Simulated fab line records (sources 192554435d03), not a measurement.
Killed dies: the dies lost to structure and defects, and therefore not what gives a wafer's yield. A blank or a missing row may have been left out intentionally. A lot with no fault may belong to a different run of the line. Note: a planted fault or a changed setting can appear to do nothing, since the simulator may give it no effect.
Split-lot experiment ; flow n5_finfet ; route with 1938 steps; 7 lots, 39 wafers read

== SPLIT DETAILS ==
At N5_BEOL_M1_PECVD_72 (deposits SiO2 from TEOS/O2, target thk 16 nm, time 18 s), the setting time_s was moved away from the recipe's 18 s on 15 of the 39 wafers read, by -56.2% to +58.1%. For the rest of the wafers, this setting stayed at what the recipe calls for.

The reading comes from the split's own step.

== THE READING ==
SiO2_of_BEOL_M1_PECVD_72.thk_nm (the simulator's own value, which no gauge read), in nm, at N5_BEOL_M1_PECVD_72 (deposits SiO2 from TEOS/O2, target thk 16 nm, time 18 s). There is no usual value for it anywhere in the file. The 24 wafers here that ran the recipe average 15.9 nm, standard deviation 0.24 nm.

wafer;tool, chamber at the split;time_s as run, s;against the recipe;SiO2_of_BEOL_M1_PECVD_72.thk_nm, nm;against lot-mates on the recipe
L079.1;pecvd-01, 1;10.7;-40.6%;9.4;-6.5
L079.2;pecvd-01, 0;10.7;-40.6%;9.8;-6.1
L079.3;pecvd-01, 2;18;recipe;15.8;-
L079.4;pecvd-01, 1;10.7;-40.6%;9.6;-6.3
L079.5;pecvd-01, 0,2;18;recipe;16;-
L079.6;pecvd-01, 0,2;18;recipe;16;-
L084.1;pecvd-04, 2;18;recipe;15.6;-
L084.2;pecvd-04, 0;18;recipe;16;-
L084.3;pecvd-04, 1;23.32;+29.6%;20.4;+4.4
L084.4;pecvd-04, 1,2;23.32;+29.6%;20.6;+4.6
L084.5;pecvd-04, 1,2;23.32;+29.6%;20.6;+4.6
L084.6;pecvd-04, 0;18;recipe;16.4;-
L090.1;pecvd-04, 1;18;recipe;15.8;-
L090.4;pecvd-04, 1;18;recipe;15.8;-
L090.2;pecvd-04, 2;7.883;-56.2%;7;-9.0
L090.3;pecvd-04, 0;7.883;-56.2%;7.4;-8.6
L090.5;pecvd-04, 0;18;recipe;16.4;-
L090.6;pecvd-04, 2;7.883;-56.2%;6.8;-9.2
L091.1;pecvd-02, 1,0,0;18;recipe;15.8;-
L091.3;pecvd-02, 1,0,0;18;recipe;15.8;-
L091.6;pecvd-02, 1,0,0;18;recipe;15.8;-
L091.2;pecvd-02, 0;18;recipe;15.6;-
L091.4;pecvd-02, 1;18;recipe;16.2;-
L091.5;pecvd-02, 1;18;recipe;16;-
L092.1;pecvd-02, 0;18;recipe;15.6;-
L092.3;pecvd-02, 0;18;recipe;15.8;-
L092.4;pecvd-02, 1;18;recipe;16.4;-
L093.1;pecvd-01, 0,1;18;recipe;16;-
L093.6;pecvd-01, 0,1;18;recipe;16;-
L093.2;pecvd-01, 2;28.46;+58.1%;24.8;+8.9
L093.3;pecvd-01, 1;18;recipe;15.8;-
L093.4;pecvd-01, 2,0;28.46;+58.1%;25;+9.1
L093.5;pecvd-01, 2,0;28.46;+58.1%;25;+9.1
L094.1;pecvd-01, 1;18;recipe;15.6;-
L094.2;pecvd-01, 0;28.31;+57.3%;24.6;+8.7
L094.3;pecvd-01, 2;18;recipe;16;-
L094.4;pecvd-01, 2;28.31;+57.3%;25;+9.1
L094.5;pecvd-01, 1;18;recipe;16.2;-
L094.6;pecvd-01, 0;28.31;+57.3%;24.8;+8.9
When a row names more than one chamber, that row covers several wafers, and the file does not tell which wafer ran in which chamber.

THE FIT
A straight line over all 39 wafers: SiO2_of_BEOL_M1_PECVD_72.thk_nm changes by +0.156 nm for each +1% of time_s; r = +1.00; the points scatter about the line by 0.22 nm.
The same after taking each lot's own level away (the mean of its wafers on the recipe; 39 wafers): +0.156 nm for each +1%; r = +1.00; scatter 0.22 nm.
On that fit, the largest move of time_s shifts the reading by 9.1 nm.
Measured against the standard deviation above, the lots' own levels, which go from 15.87 to 16.00 nm, span 0.5 times it.
So the lot-to-lot level changes the slope little: the two slopes agree.
Check: with one of the wafers moved furthest among these (+58.1%) left out of the fit, the line predicts +9.06 nm for it against its lot-mates. It came out at +8.87 nm against them.

== FURTHER SPLITS ON THESE WAFERS ==
These wafers also went through other splits before the reading. Each is held against what the fit with the lots' levels taken away leaves over:
other split on the same wafers;wafers away from the commonest value;r with SiO2_of_BEOL_M1_PECVD_72.thk_nm (lot level and that fit taken away)
N5_MOL_CONTACT_COAG_PRECLEAN_111 time_s;9;+0.00

== FILE'S OWN FIT ==
SiO2_of_BEOL_M1_PECVD_72.thk_nm changes by +0.156 nm for each +1% of time_s, r = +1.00.
